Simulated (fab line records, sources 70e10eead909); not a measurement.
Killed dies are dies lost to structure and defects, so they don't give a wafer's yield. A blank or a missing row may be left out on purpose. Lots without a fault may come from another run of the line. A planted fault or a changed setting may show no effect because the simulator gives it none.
A struck lot beside a sound one | flow nand_harc | 33 steps out of a route of 1302
Sound: wafers L808.1, L808.2, L808.5. Struck: wafers L821.1, L821.4, L821.6. The cause comes at the end.
At each step with rows: each side's tool, then ch and its chambers, then its first start. Under that, the readings that differ: sound wafers | struck wafers | difference of the means | sigmas: that difference in standard deviations of wafers without a fault.
alike: readings whose means differ by less than 2 such deviations, and words and numbers that are the same on both sides. not compared: withheld readings, readings that some wafer has no value for, bounds like >300 that may hide the same value, and numbers for which the record gives no deviation and whose values overlap.
The two part at a step that has a row with sigmas, a row that says differs or no value, or rows on one side only. Numbers that don't overlap but have no deviation are shown without sigmas and don't part them. A reading that every wafer of one side lacks parts them only if that side has two wafers or more.

first, 1 step without rows for these wafers: NHARC_P_M0_DESCUM_14 (chemistry O2, time 3 s).
NHARC_P_M0_ETCH_34: etches the open film in N2/H2, target depth 40 nm, overetch 12 nm, time 43.94 s.
  sound on rie_diel-09 ch 2,3, day 7 16:50; struck on rie_diel-11 ch 0,1,2, day 13 04:20
  alike: drypump_motor_current_A, oes_product_au, rf_vpp_V, showerhead_plenum_p_Torr, throttle_valve_pct
  not compared: rf_hours_counter_h
then, 1 step without rows for these wafers: NHARC_P_M0_ETCH_15 (etches the open film in C4F8/Ar, target depth 150 nm, overetch 15 nm, time 82.5 s).
NHARC_P_M0_CD_MEAS_16:
  sound on cd_sem-02, day 7 17:04; struck on cd_sem-02, day 13 04:33
  alike: cd_nm
then, 3 steps without rows for these wafers: NHARC_P_M0_STRIP_18 (strips in N2/H2); NHARC_P_M0_STRIP_19 (strips in post etch residue remover, time 600 s); NHARC_P_M0_DEGAS_28 (time 60 s).
NHARC_P_M0_PRE_CLEAN_29: time 30 s.
  sound on pvd_sputter-02; struck on pvd_sputter-02
  reading              | sound                | struck | difference                    | sigmas
  susceptor_temp_C (C) | 280.18 280.07 280.00 | - - -  | no value on the struck wafers |
  alike: heater_power_w
NHARC_P_M0_PVD_20: deposits TaN, target thk 5 nm, time 8.06 s.
  sound on pvd_sputter-02; struck on pvd_sputter-02
  alike: throttle_valve_pct
then, 2 steps without rows for these wafers: NHARC_P_M0_PVD_21 (deposits Cu, target thk 30 nm, time 20.49 s); NHARC_P_M0_ECD_22 (material Cu, target thk 400 nm).
NHARC_P_M0_ANNEAL_30: time 90 s.
  sound on rtp_anneal-02 ch 0, day 7 18:25; struck on rtp_anneal-02 ch 0, day 13 05:54
  alike: wafer_temp_C_max
NHARC_P_M0_CMP_23: polishes, t overpolish 20 s, target thk 117.54 nm.
  sound on cmp-01 ch 0,3, day 7 18:47; struck on cmp-03 ch 0,1, day 13 06:15
  reading             | sound         | struck         | difference | sigmas
  motor_current_A (A) | 9.0 10.1 10.3 | 12.0 13.0 12.5 | +2.7       | +2
  alike: retaining_ring_pressure_frac, time_to_endpoint_s
NHARC_P_M0_THK_MEAS_24: measures by xrf.
  sound on film_metro-02, day 7 19:05; struck on film_metro-02, day 13 06:34
  alike: thk_nm
then, 1 step without rows for these wafers: NHARC_P_M0_SRD_25.
NHARC_P_M0_INSPECT_27:
  sound on defect_inspect-01, day 7 19:14; struck on defect_inspect-02, day 13 06:44
  reading          | sound       | struck      | difference | sigmas
  raw_defect_count | 182 224 298 | 566 563 458 | +294       | +3
NHARC_P_M0_PRE_CLEAN_31: time 12 s.
  sound on pecvd-01 ch 0,1,2, day 7 19:19; struck on pecvd-03 ch 1,2, day 13 06:49
  alike: heater_power_w, susceptor_temp_C
then, 11 steps without rows for these wafers: NHARC_P_M0_DEP_32 (deposits SiCN, target thk 30 nm); NHARC_P_M1_DEP_00 (deposits SiOC, target thk 182.5 nm); NHARC_P_M1_DEHYDRATE_01 (time 120 s); NHARC_P_M1_HMDS_02 (time 30 s); NHARC_P_M1_COAT_34 (time 65 s); NHARC_P_M1_COAT_03 (resist thk 90 nm); NHARC_P_M1_SOFTBAKE_04 (time 55 s); NHARC_P_M1_EBR_05; NHARC_P_M1_EXPOSE_06 (exposes mask P M1, target cd 130 nm); NHARC_P_M1_PEB_07 (peb time 65 s); NHARC_P_M1_DEVELOP_08 (develop time 35 s).
NHARC_P_M1_CD_MEAS_09: target cd 130 nm.
  sound on cd_sem-03 ch 0, day 7 20:38; struck on cd_sem-03 ch 0, day 13 08:00
  alike: cd_nm
NHARC_P_M1_OVL_MEAS_10: pitch 260 nm.
  sound on overlay-01, day 7 20:44; struck on overlay-01, day 13 08:05
  alike: overlay_x_nm, overlay_y_nm
NHARC_P_M1_INSPECT_11:
  sound on defect_inspect-01, day 7 20:46; struck on defect_inspect-01, day 13 08:08
  reading          | sound | struck      | difference | sigmas
  raw_defect_count | 1 4 2 | 265 266 292 | +272       | +99 or more
then, 1 step without rows for these wafers: NHARC_P_M1_DESCUM_14 (chemistry O2, time 3 s).
-- the record jumps here: 19 days lie between the struck wafers' starts before and after (it left off in module P_M1 and takes up again in module END, whose first step shown is number 1302 of the route) --
NHARC_END_SORT_01:
  the record has rows for the struck wafers here (prober-02 ch 0, day 32 00:17) and none for the sound ones

WHERE THEY PART
First at NHARC_P_M0_PRE_CLEAN_29; last, within this record, at NHARC_END_SORT_01.

WHY: what the simulator had put in
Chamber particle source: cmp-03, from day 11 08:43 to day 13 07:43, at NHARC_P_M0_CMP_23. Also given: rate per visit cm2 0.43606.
